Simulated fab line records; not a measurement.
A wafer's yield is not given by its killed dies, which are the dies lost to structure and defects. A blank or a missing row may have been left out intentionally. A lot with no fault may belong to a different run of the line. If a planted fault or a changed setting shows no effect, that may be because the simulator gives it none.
One fault through the eyes of 2 desks | flow n5 finfet | numbers are kept per desk, each desk with only its own; the story behind them comes last

## FOR THE TOOL OWNER'S DESK: ald metal-02
The tool's own readings at N5_BEOL_M1_ALD_84 (deposits TaN, pulse time 2 s, purge time 3 s, co reactant purge time 2 s): means of the sampled wafers that have a number, for each lot that ran on this tool. Marked OUT: a lot whose mean sits more than 4 standard deviations from the usual mean, which makes it out of limits; the brackets give that distance.
Columns: A = heater power w at N5_BEOL_M1_ALD_84, usual 414 W; B = precursor vessel pressure torr at N5_BEOL_M1_ALD_84, usual 26.25 Torr; C = susceptor temp C at N5_BEOL_M1_ALD_84, usual 274.98 C
lot  | first seen here | A   | B     | C
L389 | day 7 01:15     | 465 | 26.22 | 274.88
L395 | day 8 20:58     | 454 | 26.26 | 275.02
L404 | day 10 17:01    | 437 | 26.25 | 275.02
L406 | day 10 22:41    | 444 | 26.26 | 275.05
L408 | day 11 06:41    | 482 | 26.21 | 275.13
L409 | day 11 16:03    | 452 | 26.24 | 274.97
This desk found nothing out of limits on any of the 6 lots.

## THE METROLOGY DESK
What the gauges read for every lot (on any tool): the sampled wafers with a number, averaged. Marked OUT: a lot whose mean sits more than 4 standard deviations from the usual mean, which makes it out of limits; the brackets give that distance. It has 16 readings, of which 7 appear: the earliest out of limits, and the ones furthest out on some lot.
Columns: A = CHAIN_V0 at N5_BEOL_M4_RC_MEAS_101, usual 234 ohm/link; B = CHAIN_V0_max_site at N5_BEOL_M4_RC_MEAS_101, usual 243 ohm/link; C = COMB_M1 at N5_BEOL_M4_RC_MEAS_101, usual 5.7e-11 S/m; D = COMB_M1_max_site at N5_BEOL_M4_RC_MEAS_101, usual 8.2e-11 S/m; E = IOFF_P at N5_BEOL_M4_RC_MEAS_101, usual 0.21 nA/um; F = SERP_M1_max_site at N5_BEOL_M4_RC_MEAS_101, usual 206 ohm/um; G = VT_P at N5_BEOL_M4_RC_MEAS_101, usual -251 mV
lot  | first seen here | A              | B              | C                 | D                 | E    | F   | G
L389 | day 9 05:26     | 239            | 252            | 6.5e-11           | 1.0e-10           | 0.23 | 221 | -248
L391 | day 11 04:26    | 237            | 246            | 6.3e-11           | 8.5e-11           | 0.18 | 191 | -254
L395 | day 12 05:21    | 233            | 241            | 5.3e-11           | 6.8e-11           | 0.19 | 205 | -253
L390 | day 13 19:13    | 228            | 233            | 5.5e-11           | 8.3e-11           | 0.23 | 173 | -251
L404 | day 14 04:01    | 231            | 235            | 6.6e-11           | 1.0e-10           | 0.17 | 203 | -255
L406 | day 15 03:25    | 185 (-4.9) OUT | 193 (-4.6) OUT | 3.4e-10 (+29) OUT | 6.3e-10 (+27) OUT | 0.24 | 176 | -248
L408 | day 15 06:41    | 188 (-4.5) OUT | 195 (-4.4) OUT | 2.8e-10 (+22) OUT | 3.4e-10 (+13) OUT | 0.22 | 186 | -250
L409 | day 15 06:41    | 200            | 207            | 2.5e-10 (+19) OUT | 3.8e-10 (+15) OUT | 0.28 | 182 | -244
This desk's finding: out of limits on L406, L408, L409; first on L406, day 15 03:25 (CHAIN_V0 at N5_BEOL_M4_RC_MEAS_101). L389, L391, L395, L390, L404: within limits.

## BROUGHT TOGETHER
L406, L408, L409 would have let the metrology desk raise an alarm at day 15 03:25.
Nothing out of limits was seen by the tool owner's desk.
On record at the tool owner's desk: L406, L408, L409, within its limits.
Of the lots named, all ran N5_BEOL_M1_ALD_84 on ald metal-02.

## WHAT THE SIMULATOR PUT IN
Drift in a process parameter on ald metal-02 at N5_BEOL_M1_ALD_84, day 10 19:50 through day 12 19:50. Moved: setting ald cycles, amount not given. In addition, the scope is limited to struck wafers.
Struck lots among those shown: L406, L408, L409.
Time in hours between the start of the fault and the first out-of-limits reading at each desk: metrology desk, 104.
